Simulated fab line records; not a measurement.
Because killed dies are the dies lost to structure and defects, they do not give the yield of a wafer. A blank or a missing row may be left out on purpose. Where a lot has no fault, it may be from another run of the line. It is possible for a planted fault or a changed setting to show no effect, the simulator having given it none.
fab line records	flow nandHarc	part 2 of 2: steps 13 to 20 of 20
record lots=5	wafers=15	lastDay=24
route steps=1159 shown A_CHANNEL_HOLE_D1@467
lots that met no fault: from a run of the same line without faults
startH: start of the lot's first displayed wafer, in hours after the record's first day	waitH: hours from the lot's prior step to this one	" unchanged from the row above	L1.1+2: one row covering several wafers at once	- no value present, or no start provided	* or withheld: withheld	< > ~ a bound
route shown NAME@n: NAME is a module with steps in the file, n the number in the route of the first one	usual: mean/standard deviation of fault-free wafers	same: alike in all rows	chamber/n: place in a boat	sites: per-site readings	_std_site: the values' standard deviation	_edge_site: inner sites' mean taken away from outer sites' mean	radiusMm: how far each site lies from the wafer's centre	mask NAME#n: copy n	behind: the most recent tool/chamber to have shaped the wafer	hold: the reason the lot was held/the length of the hold in hours/how it ended	device: the n, p or np transistor that did not switch	end of line: at the end of the route, the tests of the same wafers	a step given without rows: its recipe and nothing more	killed: count of dies lost to structure and defects at first sort (not the wafer's yield)	map: the dies of a wafer, with x for killed, . for not killed, _ for no die there
set.NAME: the setting that was run; set.NAME@STEP: the one run at that earlier step	model.NAME: the simulator's own value behind a step, which no gauge read
lots at selected steps of the route; one table per step, one row per wafer
services: when a tool's chamber went out of use (startH, in hours from the record's first day, below 0 if earlier), for how many hours, and the reason
## steps
# step NHARC_A_CHANNEL_HOLE_D1_ETCH_33
# recipe biasV=400	sourceW=2000	pressureMtorr=25	timeS=90	arFlowSccm=375	c4f8FlowSccm=41.7	o2FlowSccm=83.3	tempC=-20	targetDepthA=4000	chemistry=C4F8/O2/Ar
# usual biasV=400/4	chamberPressureMTorr=24.998/0.025	drypumpMotorCurrentA=6.02/0.26	heBacksideLeakSccm=5.7/0.54	showerheadPlenumPTorr=3.78/0.11	throttleValvePct=27.619/0.0088
lot.wafer	tool	chamber	startH	waitH	biasV	chamberPressureMTorr	drypumpMotorCurrentA	heBacksideLeakSccm	rfHoursCounterH	showerheadPlenumPTorr	throttleValvePct
L076.4	harEtch-02	1	195.24	0.2	403	25.019	6.37	5.2	-	3.62	27.621
L076.3	"	0	"	"	407	24.994	5.84	5.8	-	3.91	27.627
L076.6	"	0	"	"	401	25.001	5.84	5.9	-	3.91	27.619
L078.1	harEtch-01	0	200.00	0.2	403	24.998	5.73	6.2	196	3.87	27.615
L078.3	"	0	"	"	403	24.984	5.73	6.0	-	3.87	27.625
L078.6	"	1	"	"	391	25.040	6.18	5.2	-	3.76	27.609
L079.2	harEtch-02	0	200.06	0.2	402	24.970	5.83	5.7	118	3.91	27.622
L079.4	"	1	"	"	404	25.010	6.34	4.6	-	3.62	27.621
L079.3	"	0	"	"	397	25.003	5.83	6.1	-	3.91	27.613
L082.2	harEtch-02	1	232.67	0.2	399	25.062	6.36	5.3	128	3.62	27.610
L082.4	"	0	"	"	398	25.003	5.84	6.0	-	3.91	27.618
L082.5	"	0	"	"	394	25.022	5.83	5.9	-	3.91	27.615
L094.4	harEtch-02	1	292.69	0.2	405	25.020	6.34	5.2	-	3.60	27.613
L094.5	"	1	"	"	408	25.028	6.37	5.2	-	3.60	27.610
L094.6	"	0	"	"	402	25.006	5.82	6.1	-	3.89	27.627
# step NHARC_A_CHANNEL_HOLE_D1_STRIP_41
# recipe n2FlowSccm=150	h2FlowSccm=150	arFlowSccm=0	biasW=0	chemistry=N2/H2
lot.wafer	tool	chamber	startH	waitH
L076.3+4+6	rieDiel-07	0,1,0	195.71	0.4
L078.1+3+6	rieDiel-02	3	200.50	0.5
L079.3+4+2	rieDiel-05	1,2,3	200.57	0.4
L082.2+5+4	rieDiel-02	3,3,1	233.25	0.5
L094.4+6+5	rieDiel-02	2,3,0	293.20	0.5
# step NHARC_A_CHANNEL_HOLE_D1_STRIP_42
# recipe cf4FlowSccm=100	chf3FlowSccm=30	arFlowSccm=0	biasW=0	chemistry=CF4/CHF3
lot.wafer	tool	chamber	startH	waitH
L076.3+4+6	rieDiel-07	2,0,1	195.80	0.1
L078.1+3+6	rieDiel-02	1	200.65	0.1
L079.4+2+3	rieDiel-05	1,2,3	200.66	0.1
L082.2+4+5	rieDiel-02	1,2,1	233.37	0.1
L094.4+6+5	rieDiel-02	0,2,3	293.29	0.1
# step NHARC_A_CHANNEL_HOLE_D1_STRIP_43
# recipe o2FlowSccm=400	cosFlowSccm=20	arFlowSccm=0	biasW=0	chemistry=O2/COS
lot.wafer	tool	chamber	startH	waitH
L076.4+3+6	rieDiel-07	2,0,2	195.86	0.0
L079.3+2+4	rieDiel-05	1,2,3	200.72	0.1
L078.1+3+6	rieDiel-02	3,3,1	200.73	0.1
L082.2+5+4	rieDiel-02	1,1,2	233.43	0.1
L094.4+6+5	rieDiel-02	2,3,0	293.36	0.1
# step NHARC_A_CHANNEL_HOLE_D1_ETCH_44
# recipe targetDepthA=1400	overetchA=140	timeS=77	ionEnergyEv=100	cf4FlowSccm=80	o2FlowSccm=20	arFlowSccm=0	rfW=300	biasW=100	chemistry=CF4/O2
# usual chamberPressureMTorr=30.000/0.027	drypumpMotorCurrentA=5.8/0.33	oes_ar_750_au=1.000/0.0045	oesProductAu=0.998/0.0097	rfVppV=197.9/1.5	showerheadPlenumPTorr=1.33/0.06	throttleValvePct=13.397/0.0082
lot.wafer	tool	chamber	startH	waitH	chamberPressureMTorr	drypumpMotorCurrentA	oes_ar_750_au	oesProductAu	rfHoursCounterH	rfVppV	showerheadPlenumPTorr	throttleValvePct
L076.4	rieDiel-07	2	195.92	0.1	29.991	6.1	1.000	0.995	8	198.5	1.37	13.401
L076.3	"	3	"	"	29.984	6.3	0.998	0.996	9	196.2	1.32	13.373
L076.6	"	2	"	"	30.000	6.1	1.002	0.999	-	198.8	1.37	13.389
L079.2	rieDiel-05	1	200.78	0.1	30.010	5.7	0.997	1.008	3	195.2	1.26	13.395
L079.3	"	3	"	"	30.006	6.1	1.006	0.984	2	196.5	1.27	13.409
L079.4	"	0	"	"	30.014	5.2	0.997	0.994	2	198.6	1.37	13.399
L078.1	rieDiel-02	1	200.82	0.1	29.983	5.6	0.998	1.000	3	195.1	1.25	13.397
L078.3	"	3	"	"	29.998	5.8	0.991	0.991	-	199.3	1.42	13.386
L078.6	"	1	"	"	29.991	5.6	1.003	0.997	-	195.8	1.25	13.402
L082.2	rieDiel-02	1	233.52	0.1	30.005	5.6	1.001	0.999	8	197.3	1.25	13.395
L082.4	"	2	"	"	29.987	6.3	0.998	1.009	-	197.9	1.33	13.399
L082.5	"	1	"	"	30.028	5.6	0.998	1.013	-	195.2	1.25	13.394
L094.5	rieDiel-02	0	293.44	0.1	29.995	5.7	0.999	0.993	-	199.0	1.35	13.404
L094.4	"	2	"	"	30.024	6.3	0.998	1.004	-	197.6	1.33	13.391
L094.6	"	3	"	"	30.007	5.8	0.997	0.994	-	198.2	1.42	13.398
# step NHARC_A_CHANNEL_HOLE_D1_STRIP_27
# recipe o2FlowSccm=500	arFlowSccm=0	biasW=0	chemistry=O2
# usual chamberPressureMTorr=59.99/0.063	drypumpMotorCurrentA=5.8/0.34	oesProductAu=0.999/0.011	rfVppV=57.8/0.88	showerheadPlenumPTorr=3.53/0.15	throttleValvePct=17.036/0.0089
lot.wafer	tool	chamber	startH	waitH	chamberPressureMTorr	drypumpMotorCurrentA	oesProductAu	rfHoursCounterH	rfVppV	showerheadPlenumPTorr	throttleValvePct
L076.4	rieDiel-07	2	-	-	60.01	6.1	1.001	9	57.9	3.62	17.026
L076.3	"	0	"	"	59.86	5.6	1.003	10	57.2	3.55	17.034
L076.6	"	2	"	"	60.02	6.1	1.004	-	56.2	3.62	17.030
L079.4	rieDiel-05	3	-	-	60.05	6.1	0.983	2	57.8	3.37	17.036
L079.3	"	0	"	"	60.02	5.2	0.995	2	57.6	3.63	17.015
L079.2	"	1	"	"	59.96	5.7	1.020	3	58.4	3.33	17.025
L078.1	rieDiel-02	3	200.95	0.1	60.04	5.8	0.985	3	56.9	3.75	17.018
L078.3	"	3	"	"	59.99	5.8	0.978	-	58.6	3.75	17.064
L078.6	"	3	"	"	59.88	5.8	0.994	-	57.8	3.75	17.042
L082.2	rieDiel-02	1	-	-	60.00	5.6	1.008	8	56.9	3.31	17.034
L082.4	"	1	"	"	59.93	5.6	0.999	-	56.8	3.31	17.032
L082.5	"	3	"	"	59.90	5.8	0.995	-	57.8	3.75	17.027
L094.5	rieDiel-02	0	-	-	60.07	5.7	0.987	-	59.1	3.58	17.048
L094.6	"	2	"	"	60.06	6.3	0.998	-	58.6	3.52	17.038
L094.4	"	3	"	"	60.07	5.8	0.977	-	58.5	3.75	17.040
# step NHARC_A_CHANNEL_HOLE_D1_PRECLEAN_28
# recipe timeS=*	tempC=50	bathAgeMin=0	chemistry=SC1
# usual bathHeatDutyPct=7.3/0.91
lot.wafer	tool	chamber	startH	waitH	bathHeatDutyPct
L076.4	wetBench-09	2	196.60	-	7.6
L076.6	"	3	"	"	7.8
L076.3	"	5	"	"	6.1
L079.3	wetBench-09	2	201.43	-	7.4
L079.4	"	4	"	"	6.2
L079.2	"	7	"	"	6.8
L078.3	wetBench-03	2	201.83	-	8.5
L078.1	"	5	"	"	7.5
L078.6	"	6	"	"	7.1
L082.2	wetBench-03	0	234.28	-	9.4
L082.4	"	2	"	"	8.2
L082.5	"	4	"	"	7.8
L094.4	wetBench-01	0	294.20	-	7.1
L094.6	"	2	"	"	7.5
L094.5	"	4	"	"	5.9
# step NHARC_A_CHANNEL_HOLE_D1_SRD_29
lot.wafer	tool	chamber	startH	waitH
L076.4+6+3	wetBench-09	2,3,5	-	-
L079.3+4+2	wetBench-09	2,4,7	-	-
L078.3+1+6	wetBench-03	2,5,6	-	-
L082.2+4+5	wetBench-03	0,2,4	-	-
L094.4+6+5	wetBench-01	0,2,4	-	-
## services
tool	chamber	startH	hours	kind
rieDiel-05	-	163.60	9.0	pm
rieDiel-07	0	182.75	-	clean
rieDiel-02	0	184.20	-	clean
rieDiel-02	1	184.20	-	clean
rieDiel-02	2	184.20	-	clean
rieDiel-02	3	184.20	-	clean
rieDiel-02	2	193.43	27.5	repair
rieDiel-02	0	196.45	85.4	repair
rieDiel-02	1	208.75	-	clean
rieDiel-02	3	208.75	-	clean
wetBench-01	-	213.60	8.0	pm
rieDiel-07	-	228.23	9.0	pm
rieDiel-02	1	233.25	-	clean
rieDiel-02	2	233.25	-	clean
rieDiel-02	3	233.25	-	clean
rieDiel-02	1	257.75	-	clean
rieDiel-02	2	257.75	-	clean
rieDiel-02	3	257.75	-	clean
rieDiel-02	0	282.25	-	clean
rieDiel-02	1	282.25	-	clean
rieDiel-02	2	282.25	-	clean
rieDiel-02	3	282.25	-	clean
wetBench-09	-	288.80	8.0	pm
rieDiel-02	1	291.96	16.8	repair
